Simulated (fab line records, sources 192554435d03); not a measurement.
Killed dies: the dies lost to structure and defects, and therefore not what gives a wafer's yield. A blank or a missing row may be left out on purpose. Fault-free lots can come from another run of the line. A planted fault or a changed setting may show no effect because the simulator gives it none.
Chamber matching -- flow n5_finfet -- rie_diel-04 running N5_SD_EPI_N_ETCH_34: 4 sister chambers
The step etches SiARC in CF4, target depth 45.5 nm, time 75.8 s. 4 wafers are shown with their chamber, then 6 later ones without.

WAFERS PAIRED WITH THEIR CHAMBERS
wafer,chamber,showerhead_plenum_p_Torr (Torr)
L860.1,2,2.10
L860.2,0,2.23
L862.2,1,2.21
L862.3,3,2.08

WAFERS WITH NO CHAMBER GIVEN
wafer,showerhead_plenum_p_Torr (Torr)
L862.5,2.10
L873.1,2.20
L873.3,2.08
L873.4,2.22
L875.5,2.09
L875.6,2.07

WHICH CHAMBER EACH WENT THROUGH
wafer,from the rows above,in truth
L862.5,2,2
L873.1,1,1
L873.3,3,3
L873.4,can't be placed: 0 or 1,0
L875.5,can't be placed: 3 or 2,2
L875.6,3,3
Placed correctly: 4 of 6. From these rows, 2 cannot be placed; in 2 the true chamber is one of the candidates. Placed wrongly: 0.
How it was worked out, from the rows above alone: a wafer's distance from a chamber is the root of the sum, over the readings, of the square of ((its reading less the chamber's mean) divided by the reading's scatter). If the next closest chamber is less than 2 further off than the closest, the wafer can't be placed; otherwise it belongs to the closest. For every chamber, the mean is computed from those of its wafers that are shown. The scatter: with one shown wafer a chamber, the root of the mean of the squares of how far each hidden wafer lies from its nearest shown one.
